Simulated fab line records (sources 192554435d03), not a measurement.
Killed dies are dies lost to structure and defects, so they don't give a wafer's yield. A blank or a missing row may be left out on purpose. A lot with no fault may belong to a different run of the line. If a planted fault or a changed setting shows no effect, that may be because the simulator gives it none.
Split-lot trial || flow n5_finfet || 21 wafers read from 7 lots, route of 1938 steps

## ON THE SPLIT
At N5_HKMG_FIN_COAT_41 (time 60 s, resist thk 300 nm), the setting spin_rpm was moved away from the recipe's 1500 rpm on 8 of the 21 wafers read, by -9.1% to +7.1%. The other wafers ran this setting at the recipe's value.

Reading taken at the split's own step.

## THE READING
SOC_of_HKMG_FIN_COAT_41.thk_nm (the simulator's own value, which no gauge read), in nm, at N5_HKMG_FIN_COAT_41 (time 60 s, resist thk 300 nm). No usual value for it is given in the file. Here, 13 wafers ran the recipe; their average is 299.9 nm with a standard deviation of 0.7 nm.

{"wafer": "L075.2", "tool, chamber at the split": "litho_track-01, 0", "spin_rpm as run, rpm": 1500, "against the recipe": "recipe", "SOC_of_HKMG_FIN_COAT_41.thk_nm, nm": 301, "against lot-mates on the recipe": "-"}
{"wafer": "L075.3", "tool, chamber at the split": "litho_track-01, 0", "spin_rpm as run, rpm": 1500, "against the recipe": "recipe", "SOC_of_HKMG_FIN_COAT_41.thk_nm, nm": 300.4, "against lot-mates on the recipe": "-"}
{"wafer": "L075.6", "tool, chamber at the split": "litho_track-01, 0", "spin_rpm as run, rpm": 1500, "against the recipe": "recipe", "SOC_of_HKMG_FIN_COAT_41.thk_nm, nm": 300.2, "against lot-mates on the recipe": "-"}
{"wafer": "L077.1", "tool, chamber at the split": "litho_track-04, 0", "spin_rpm as run, rpm": 1500, "against the recipe": "recipe", "SOC_of_HKMG_FIN_COAT_41.thk_nm, nm": 300.8, "against lot-mates on the recipe": "-"}
{"wafer": "L077.4", "tool, chamber at the split": "litho_track-04, 0", "spin_rpm as run, rpm": 1500, "against the recipe": "recipe", "SOC_of_HKMG_FIN_COAT_41.thk_nm, nm": 300.6, "against lot-mates on the recipe": "-"}
{"wafer": "L077.5", "tool, chamber at the split": "litho_track-04, 0", "spin_rpm as run, rpm": 1500, "against the recipe": "recipe", "SOC_of_HKMG_FIN_COAT_41.thk_nm, nm": 299.2, "against lot-mates on the recipe": "-"}
{"wafer": "L082.2", "tool, chamber at the split": "litho_track-02, 0", "spin_rpm as run, rpm": 1606, "against the recipe": "+7.1%", "SOC_of_HKMG_FIN_COAT_41.thk_nm, nm": 289.4, "against lot-mates on the recipe": -10.2}
{"wafer": "L082.4", "tool, chamber at the split": "litho_track-02, 0", "spin_rpm as run, rpm": 1500, "against the recipe": "recipe", "SOC_of_HKMG_FIN_COAT_41.thk_nm, nm": 299.6, "against lot-mates on the recipe": "-"}
{"wafer": "L082.5", "tool, chamber at the split": "litho_track-02, 0", "spin_rpm as run, rpm": 1606, "against the recipe": "+7.1%", "SOC_of_HKMG_FIN_COAT_41.thk_nm, nm": 290.2, "against lot-mates on the recipe": -9.4}
{"wafer": "L083.2", "tool, chamber at the split": "litho_track-01, 0", "spin_rpm as run, rpm": 1457, "against the recipe": "-2.9%", "SOC_of_HKMG_FIN_COAT_41.thk_nm, nm": 304.2, "against lot-mates on the recipe": "+4.2"}
{"wafer": "L083.3", "tool, chamber at the split": "litho_track-01, 0", "spin_rpm as run, rpm": 1500, "against the recipe": "recipe", "SOC_of_HKMG_FIN_COAT_41.thk_nm, nm": 299.8, "against lot-mates on the recipe": "-"}
{"wafer": "L083.6", "tool, chamber at the split": "litho_track-01, 0", "spin_rpm as run, rpm": 1500, "against the recipe": "recipe", "SOC_of_HKMG_FIN_COAT_41.thk_nm, nm": 300.2, "against lot-mates on the recipe": "-"}
{"wafer": "L088.1", "tool, chamber at the split": "litho_track-02, 0", "spin_rpm as run, rpm": 1500, "against the recipe": "recipe", "SOC_of_HKMG_FIN_COAT_41.thk_nm, nm": 298.4, "against lot-mates on the recipe": "-"}
{"wafer": "L088.2", "tool, chamber at the split": "litho_track-02, 0", "spin_rpm as run, rpm": 1448, "against the recipe": "-3.5%", "SOC_of_HKMG_FIN_COAT_41.thk_nm, nm": 305, "against lot-mates on the recipe": "+6.6"}
{"wafer": "L088.6", "tool, chamber at the split": "litho_track-02, 0", "spin_rpm as run, rpm": 1448, "against the recipe": "-3.5%", "SOC_of_HKMG_FIN_COAT_41.thk_nm, nm": 303.6, "against lot-mates on the recipe": "+5.2"}
{"wafer": "L089.1", "tool, chamber at the split": "litho_track-02, 0", "spin_rpm as run, rpm": 1500, "against the recipe": "recipe", "SOC_of_HKMG_FIN_COAT_41.thk_nm, nm": 299.4, "against lot-mates on the recipe": "-"}
{"wafer": "L089.3", "tool, chamber at the split": "litho_track-02, 0", "spin_rpm as run, rpm": 1449, "against the recipe": "-3.4%", "SOC_of_HKMG_FIN_COAT_41.thk_nm, nm": 304.6, "against lot-mates on the recipe": "+5.2"}
{"wafer": "L089.4", "tool, chamber at the split": "litho_track-02, 0", "spin_rpm as run, rpm": 1449, "against the recipe": "-3.4%", "SOC_of_HKMG_FIN_COAT_41.thk_nm, nm": 304.8, "against lot-mates on the recipe": "+5.4"}
{"wafer": "L097.2", "tool, chamber at the split": "litho_track-02, 0", "spin_rpm as run, rpm": 1500, "against the recipe": "recipe", "SOC_of_HKMG_FIN_COAT_41.thk_nm, nm": 299.8, "against lot-mates on the recipe": "-"}
{"wafer": "L097.4", "tool, chamber at the split": "litho_track-02, 0", "spin_rpm as run, rpm": 1364, "against the recipe": "-9.1%", "SOC_of_HKMG_FIN_COAT_41.thk_nm, nm": 314.8, "against lot-mates on the recipe": "+15.2"}
{"wafer": "L097.5", "tool, chamber at the split": "litho_track-02, 0", "spin_rpm as run, rpm": 1500, "against the recipe": "recipe", "SOC_of_HKMG_FIN_COAT_41.thk_nm, nm": 299.4, "against lot-mates on the recipe": "-"}

FIT RESULTS
A straight line over all 21 wafers: SOC_of_HKMG_FIN_COAT_41.thk_nm changes by -1.49 nm for each +1% of spin_rpm; r = -0.99; the points scatter about the line by 0.77 nm.
The same after taking each lot's own level away (the mean of its wafers on the recipe; 21 wafers): -1.53 nm for each +1%; r = -0.99; scatter 0.6 nm.
The reading moves by 14 nm for the largest change in spin_rpm, on that fit.
The lots' own levels span 298.40 to 300.53 nm, that is 3.1 times the standard deviation above.
Consequently the slope shifts little with the lot-to-lot level, the two slopes agreeing.
Check: for one of the wafers moved furthest among these (-9.1%), held out of the fit, the line's prediction against its lot-mates is +13.4 nm. Against them it came out at +15.2 nm.

## THE OTHER SPLITS THESE WAFERS WENT THROUGH
Before the reading, these wafers also passed through other splits. Each is held against what the fit with the lots' levels taken away leaves over:
{"other split on the same wafers": "N5_SD_EPI_N_EPI_21 time_s", "wafers away from the commonest value": 3, "r with SOC_of_HKMG_FIN_COAT_41.thk_nm (lot level and that fit taken away)": "+0.10"}
{"other split on the same wafers": "N5_SD_EPI_P_EXPOSE_06 dose_mj", "wafers away from the commonest value": 6, "r with SOC_of_HKMG_FIN_COAT_41.thk_nm (lot level and that fit taken away)": "+0.05"}
{"other split on the same wafers": "N5_SD_EPI_P_EPI_21 time_s", "wafers away from the commonest value": 2, "r with SOC_of_HKMG_FIN_COAT_41.thk_nm (lot level and that fit taken away)": -0.05}
{"other split on the same wafers": "N5_SD_ACTIVATION_LSA_01 temp_c", "wafers away from the commonest value": 6, "r with SOC_of_HKMG_FIN_COAT_41.thk_nm (lot level and that fit taken away)": -0.28}

## THE FILE'S OWN FIT
SOC_of_HKMG_FIN_COAT_41.thk_nm changes by -1.57 nm for each +1% of spin_rpm, r = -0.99.
